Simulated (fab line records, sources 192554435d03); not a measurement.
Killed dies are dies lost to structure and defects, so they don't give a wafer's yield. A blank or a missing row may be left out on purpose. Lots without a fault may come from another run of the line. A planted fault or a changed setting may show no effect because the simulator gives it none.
One fault seen from 2 desks | flow n5_finfet | each desk has only its own numbers; what lay behind them comes last
Where a reading is given only as a bound, like >300, the bound stands for it, and a mean or a difference that rests on one is marked > or <: the true number lies beyond.

THE DEFECT DESK
What the inspections along the route counted, lot by lot: means of the sampled wafers that have a number. A lot is out of limits, marked OUT, if its mean lies more than 4 standard deviations from the usual mean; the brackets give that distance.
Columns: A = raw_defect_count at N5_HKMG_FIN_INSPECT_14, usual 2.0
lot  | first seen here | A
L925 | day 4 17:19     | 1.3
L927 | day 5 04:02     | >101 (>+70) OUT
L928 | day 5 10:44     | >102 (>+72) OUT
L935 | day 7 05:07     | 3.3
This desk's finding: out of limits on L927, L928; first on L927, day 5 04:02 (raw_defect_count at N5_HKMG_FIN_INSPECT_14). In limits: L925, L935.

THE TOOL OWNER'S DESK: ald_metal-04
The tool's own readings at N5_HKMG_FIN_ALD_79 (deposits TiN, target thk 1.5 nm, pulse time 1 s, purge time 3 s): means of the sampled wafers that have a number, for each lot that ran on this tool. A lot is out of limits, marked OUT, if its mean lies more than 4 standard deviations from the usual mean; the brackets give that distance.
Columns: A = chamber_pressure_Torr at N5_HKMG_FIN_ALD_79, usual 3.000 Torr; B = heater_power_w at N5_HKMG_FIN_ALD_79, usual 921 W; C = precursor_pulse_height_rel at N5_HKMG_FIN_ALD_79, usual 1.000
lot  | first seen here | A     | B   | C
L925 | day 4 14:59     | 3.006 | 955 | 0.990
L927 | day 5 02:04     | 2.999 | 856 | 1.017
L928 | day 5 08:46     | 3.008 | 961 | 1.007
This desk's finding: nothing out of limits on any of the 3 lots.

PUT TOGETHER
The defect desk could have raised an alarm at day 5 04:02, on L927, L928.
The tool owner's desk saw nothing out of limits.
The tool owner's desk has L927, L928 on record, within its limits.
Of the lots named, all ran N5_HKMG_FIN_ALD_79 on ald_metal-04.

WHAT THE SIMULATOR HAD PUT IN
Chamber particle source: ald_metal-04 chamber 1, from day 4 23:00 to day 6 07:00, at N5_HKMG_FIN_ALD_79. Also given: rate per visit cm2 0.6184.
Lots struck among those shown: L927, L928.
Hours from the fault's start to each desk's first reading out of limits: the defect desk, 5.
